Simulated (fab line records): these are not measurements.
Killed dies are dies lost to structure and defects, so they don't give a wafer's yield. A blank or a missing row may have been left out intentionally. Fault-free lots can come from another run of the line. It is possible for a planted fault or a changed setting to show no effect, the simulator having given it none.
Which tool was responsible? | flow nand_harc | Sampling: 24 lots, 72 wafers, 3 of 1159 route steps

## WHAT EACH GAUGE READ, for each wafer
NHARC_A_CONTACT_CD_MEAS_08 targets a cd of 100 nm.
lot  | measured     | on        | cd_nm (nm)
L074 | day 16 15:35 | cd_sem-03 | 100.1 99.9 100.3
L077 | day 17 17:08 | cd_sem-01 | 99.3 99.5 100.3
L076 | day 17 17:53 | cd_sem-01 | 99.2 99.0 99.3
L075 | day 18 01:14 | cd_sem-02 | 99.2 99.4 99.0
L079 | day 18 12:28 | cd_sem-01 | 99.8 99.6 100.1
L078 | day 18 17:33 | cd_sem-01 | 99.6 99.0 99.5
L081 | day 18 21:57 | cd_sem-02 | 100.0 100.9 100.8
L080 | day 19 11:04 | cd_sem-01 | 99.0 99.4 99.1
L082 | day 19 19:15 | cd_sem-03 | 100.6 100.3 100.3
L084 | day 19 21:47 | cd_sem-03 | 99.7 99.6 100.5
L083 | day 20 02:01 | cd_sem-03 | 99.9 99.7 100.2
L085 | day 20 02:33 | cd_sem-02 | 99.8 100.0 99.7
L087 | day 20 06:18 | cd_sem-03 | 100.5 100.2 99.5
L089 | day 20 06:29 | cd_sem-03 | 99.1 99.3 99.3
L090 | day 20 16:13 | cd_sem-02 | 100.6 99.8 100.0
L086 | day 20 19:25 | cd_sem-03 | 100.2 100.1 101.1
L091 | day 20 20:04 | cd_sem-03 | 99.9 99.9 100.2
L088 | day 20 21:51 | cd_sem-01 | 100.1 100.5 100.6
L092 | day 21 11:08 | cd_sem-01 | 99.8 99.2 100.6
L093 | day 21 18:22 | cd_sem-01 | 99.7 100.3 99.6
L096 | day 22 04:32 | cd_sem-03 | 101.1 100.9 100.4
L094 | day 22 10:25 | cd_sem-02 | 99.4 99.8 99.5
L095 | day 22 14:49 | cd_sem-01 | 99.0 98.9 98.8
L097 | day 22 19:24 | cd_sem-03 | 99.6 100.3 100.4

NHARC_A_BLC_CD_MEAS_19.
lot  | measured     | on        | cd_nm (nm)
L074 | day 17 20:01 | cd_sem-02 | 103.3 99.5 102.9
L077 | day 18 09:01 | cd_sem-02 | 101.6 99.5 99.1
L076 | day 18 09:21 | cd_sem-01 | 99.7 101.5 102.6
L075 | day 18 13:44 | cd_sem-01 | 101.1 100.0 101.4
L079 | day 18 22:24 | cd_sem-02 | 100.2 98.6 97.7
L078 | day 19 07:56 | cd_sem-03 | 99.6 96.4 102.9
L081 | day 19 08:35 | cd_sem-02 | 101.1 100.6 98.4
L080 | day 19 23:18 | cd_sem-02 | 100.7 98.8 101.4
L082 | day 20 02:31 | cd_sem-02 | 99.3 99.8 98.4
L084 | day 20 07:51 | cd_sem-03 | 100.0 101.9 103.0
L083 | day 20 09:26 | cd_sem-03 | 96.5 98.8 97.3
L085 | day 20 10:58 | cd_sem-02 | 99.1 98.9 97.7
L087 | day 20 13:38 | cd_sem-02 | 101.8 97.1 100.8
L089 | day 20 14:47 | cd_sem-02 | 98.8 98.9 93.7
L090 | day 20 22:59 | cd_sem-01 | 96.0 101.9 93.6
L086 | day 21 16:55 | cd_sem-01 | 97.6 103.0 98.8
L091 | day 21 15:45 | cd_sem-03 | 101.4 98.5 102.8
L088 | day 21 17:40 | cd_sem-01 | 96.7 96.4 96.4
L092 | day 21 21:20 | cd_sem-01 | 100.9 101.5 99.6
L093 | day 22 03:22 | cd_sem-03 | 100.6 99.1 101.4
L096 | day 22 11:59 | cd_sem-02 | 98.1 97.9 98.5
L094 | day 22 18:58 | cd_sem-03 | 97.6 98.6 102.5
L095 | day 22 23:34 | cd_sem-02 | 101.7 100.8 102.6
L097 | day 23 02:02 | cd_sem-02 | 100.4 102.1 99.2

## WHAT TOOL EACH LOT RAN ON (gives the tool, then ch and the chambers of the sampled wafers, and finally the start)
lot  | NHARC_A_CONTACT_CMP_20
L074 | cmp-03 ch 0,2,3, day 17 17:59
L077 | cmp-04 ch 0,1,2, day 18 07:05
L076 | cmp-03 ch 0,3, day 18 07:17
L075 | cmp-03 ch 0,1,2, day 18 11:53
L079 | cmp-01 ch 2,3, day 18 20:08
L078 | cmp-04 ch 0,1,3, day 19 05:55
L081 | cmp-04 ch 0,1,2, day 19 06:39
L080 | cmp-01 ch 0,1, day 19 21:16
L082 | cmp-04 ch 0,2,3, day 20 00:29
L084 | cmp-03 ch 0,2,3, day 20 05:37
L083 | cmp-03 ch 2,3, day 20 06:52
L085 | cmp-04 ch 1,2,3, day 20 08:44
L087 | cmp-01 ch 1,2,3, day 20 11:26
L089 | cmp-01 ch 2,3, day 20 12:39
L090 | cmp-04 ch 0,1, day 20 20:56
L086 | cmp-03 ch 2,3, day 21 14:52
L091 | cmp-04 ch 0,1,2, day 21 13:41
L088 | cmp-01 ch 0,1,2, day 21 15:37
L092 | cmp-04 ch 0,3, day 21 19:17
L093 | cmp-03 ch 0,1,3, day 22 01:19
L096 | cmp-01 ch 0,2, day 22 10:04
L094 | cmp-01 ch 0,2,3, day 22 16:54
L095 | cmp-03 ch 0,3, day 22 21:38
L097 | cmp-04 ch 1,2,3, day 23 00:06
- NHARC_A_CONTACT_CMP_20: polishes, t overpolish 30 s, target thk 300 nm.

## AS READ BY THE TOOLS THEMSELVES (means over the sampled wafers that have a number; for cases with no such wafer, the mark the record gives instead)
NHARC_A_CONTACT_CMP_20.
lot  | tool   | motor_current_A (A) | overpolish_run_s (s) | slurry_flow_ml_min | time_to_endpoint_s (s)
L074 | cmp-03 | 11.7                | 30.004               | 149.9              | 63
L077 | cmp-04 | 12.4                | 30.007               | 150.2              | 62
L076 | cmp-03 | 10.7                | 30.002               | 150.0              | 64
L075 | cmp-03 | 13.4                | 30.005               | 149.9              | 60
L079 | cmp-01 | 11.6                | 30.004               | 149.6              | 58
L078 | cmp-04 | 13.1                | 30.001               | 150.1              | 64
L081 | cmp-04 | 12.7                | 30.007               | 149.7              | 61
L080 | cmp-01 | 12.4                | 29.995               | 149.6              | 57
L082 | cmp-04 | 12.1                | 30.003               | 149.9              | 57
L084 | cmp-03 | 11.8                | 30.004               | 149.8              | 57
L083 | cmp-03 | 12.2                | 30.007               | 149.9              | 58
L085 | cmp-04 | 13.5                | 29.995               | 149.8              | 62
L087 | cmp-01 | 11.9                | 30.002               | 150.4              | 59
L089 | cmp-01 | 12.3                | 29.994               | 150.2              | 58
L090 | cmp-04 | 12.3                | 30.002               | 150.3              | 58
L086 | cmp-03 | 12.4                | 30.002               | 150.0              | 58
L091 | cmp-04 | 12.9                | 29.995               | 149.8              | 57
L088 | cmp-01 | 12.8                | 30.005               | 149.8              | 57
L092 | cmp-04 | 13.0                | 29.997               | 149.6              | 63
L093 | cmp-03 | 12.6                | 29.997               | 149.9              | 56
L096 | cmp-01 | 12.5                | 30.005               | 150.2              | 56
L094 | cmp-01 | 12.1                | 30.000               | 150.1              | 57
L095 | cmp-03 | 11.5                | 29.997               | 150.0              | 57
L097 | cmp-04 | 13.4                | 30.003               | 149.9              | 63

## THE ANSWER, worked out from the rows above alone
Rule: usual is defined by the lots themselves. The widest of any qualifying gaps counts: lots, ordered by their means at a reading, are off when they make up no more than a third of the lots, leave a main group of 4 or more, and stand apart from it by 3 or more times the standard deviation of that group's means. A main group whose means are all the same, to the digits that the tables above print for the reading, isn't used. Also off: a lot with no number at a reading for which 4 or more lots have one. The other lots that the step has rows for count as sound. Order of review: gauges by route order, followed by the tools' own readings, for which a lot's mean as printed above is used. The first step at which some lot is off is used, and at that step the reading that is off furthest; a lot without a number counts as furthest.
Nothing can be told from this: no lot is off at any reading shown.

## WHAT THE SIMULATOR HAD INSERTED
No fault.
